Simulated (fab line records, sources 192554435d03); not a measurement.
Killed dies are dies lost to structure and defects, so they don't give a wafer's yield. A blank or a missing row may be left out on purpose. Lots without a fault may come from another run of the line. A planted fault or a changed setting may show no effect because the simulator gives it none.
Split-lot experiment | flow n5_finfet | 7 lots, 21 wafers read, on a route of 1938 steps

THE SPLIT
At N5_BEOL_M4_COAT_67 (time 60 s, resist thk 60 nm), the setting spin_rpm was moved away from the recipe's 1500 rpm on 4 of the 21 wafers read, by -7.0% to +4.7%. The other wafers ran this setting at the recipe's value.

The reading is taken at the split's own step.

THE READING
SOC_of_BEOL_M4_COAT_67.thk_nm (the simulator's own value, which no gauge read), in nm, at N5_BEOL_M4_COAT_67 (time 60 s, resist thk 60 nm). The file gives no usual value for it. The 17 wafers here that ran the recipe average 60.0 nm, standard deviation 0.2 nm.

wafer  | tool, chamber at the split | spin_rpm as run, rpm | against the recipe | SOC_of_BEOL_M4_COAT_67.thk_nm, nm | against lot-mates on the recipe
L075.1 | litho_track-05, 0          | 1500                 | recipe             | 60                                | -
L075.3 | litho_track-05, 0          | 1500                 | recipe             | 60                                | -
L075.2 | litho_track-05, 0          | 1500                 | recipe             | 60.2                              | -
L076.2 | litho_track-03, 0          | 1500                 | recipe             | 59.6                              | -
L076.3 | litho_track-03, 0          | 1500                 | recipe             | 59.6                              | -
L076.6 | litho_track-03, 0          | 1500                 | recipe             | 59.6                              | -
L077.1 | litho_track-04, 0          | 1500                 | recipe             | 60                                | -
L077.5 | litho_track-04, 0          | 1567                 | +4.5%              | 59                                | -1.0
L077.6 | litho_track-04, 0          | 1567                 | +4.5%              | 58.8                              | -1.2
L080.1 | litho_track-03, 0          | 1500                 | recipe             | 60                                | -
L080.3 | litho_track-03, 0          | 1500                 | recipe             | 60                                | -
L080.6 | litho_track-03, 0          | 1500                 | recipe             | 60                                | -
L081.4 | litho_track-03, 0          | 1500                 | recipe             | 60                                | -
L081.6 | litho_track-03, 0          | 1500                 | recipe             | 60                                | -
L081.5 | litho_track-03, 0          | 1500                 | recipe             | 60.2                              | -
L084.1 | litho_track-04, 0          | 1500                 | recipe             | 60.2                              | -
L084.5 | litho_track-04, 0          | 1500                 | recipe             | 60.2                              | -
L084.6 | litho_track-04, 0          | 1395                 | -7.0%              | 62.2                              | +2.0
L092.2 | litho_track-04, 0          | 1571                 | +4.7%              | 58.4                              | -1.5
L092.3 | litho_track-04, 0          | 1500                 | recipe             | 59.8                              | -
L092.4 | litho_track-04, 0          | 1500                 | recipe             | 60                                | -

THE FIT
A straight line over all 21 wafers: SOC_of_BEOL_M4_COAT_67.thk_nm changes by -0.294 nm for each +1% of spin_rpm; r = -0.96; the points scatter about the line by 0.21 nm.
The same after taking each lot's own level away (the mean of its wafers on the recipe; 21 wafers): -0.278 nm for each +1%; r = -0.99; scatter 0.094 nm.
On that fit, the largest move of spin_rpm shifts the reading by 1.9 nm.
The lots' own levels span 59.60 to 60.20 nm, that is 3.0 times the standard deviation above.
So the lot-to-lot level changes the slope little: the two slopes agree.
Check: with one of the wafers moved furthest among these (-7.0%) left out of the fit, the line predicts +1.9 nm for it against its lot-mates. It came out at +2 nm against them.

OTHER SPLITS ON THESE WAFERS
These wafers also went through other splits before the reading. Each is held against what the fit with the lots' levels taken away leaves over:
other split on the same wafers    | wafers away from the commonest value | r with SOC_of_BEOL_M4_COAT_67.thk_nm (lot level and that fit taken away)
N5_BEOL_M1_COAT_61 spin_rpm       | 11                                   | -0.40
N5_BEOL_M1_VIA_ETCH_34 bias_w     | 7                                    | -0.20
N5_BEOL_M1_TRENCH_ETCH_37 time_s  | 6                                    | +0.21
N5_BEOL_M2_TRENCH_ETCH_37 time_s  | 9                                    | +0.01
N5_BEOL_M3_EXPOSE_25 dose_mj      | 7                                    | -0.31
N5_BEOL_M3_ETCH_41 target_depth_a | 8                                    | -0.18

THE FILE'S OWN FIT
SOC_of_BEOL_M4_COAT_67.thk_nm changes by -0.285 nm for each +1% of spin_rpm, r = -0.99.
